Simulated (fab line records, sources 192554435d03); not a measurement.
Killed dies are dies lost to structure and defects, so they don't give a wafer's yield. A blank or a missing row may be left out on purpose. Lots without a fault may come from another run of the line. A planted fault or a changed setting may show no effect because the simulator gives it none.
Chamber matching | flow n5_finfet | N5_BEOL_M14_VIA_ETCH_16 on rie_diel-02: 4 sister chambers
The step etches SiO2 in C4F8/O2/Ar, target depth 1231.3 nm. 4 wafers are shown with their chamber, then 7 later ones without.

WAFERS WITH THEIR CHAMBER
wafer  | chamber | drypump_motor_current_A (A)
L087.5 | 1       | 5.8
L087.6 | 0       | 5.9
L088.2 | 3       | 5.4
L088.3 | 2       | 6.8

WAFERS WITHOUT THEIR CHAMBER
wafer  | drypump_motor_current_A (A)
L088.6 | 5.8
L089.1 | 5.9
L089.4 | 5.8
L089.6 | 6.7
L093.1 | 6.8
L093.3 | 5.9
L093.5 | 5.8

WHICH CHAMBER EACH WENT THROUGH
wafer  | from the rows above | in truth
L088.6 | 1                   | 1
L089.1 | 0                   | 0
L089.4 | 1                   | 1
L089.6 | 2                   | 2
L093.1 | 2                   | 2
L093.3 | 0                   | 0
L093.5 | 1                   | 1
Placed correctly: 7 of 7. Can't be placed from these rows: 0. Placed wrongly: 0.
How it was worked out, from the rows above alone: a wafer's distance from a chamber is the root of the sum, over the readings, of the square of ((its reading less the chamber's mean) divided by the reading's scatter). The wafer belongs to the nearest chamber; if the next one is less than 2 further off, it can't be placed. A chamber's mean is the mean of its shown wafers. The scatter: with one shown wafer a chamber, the root of the mean of the squares of how far each hidden wafer lies from its nearest shown one.
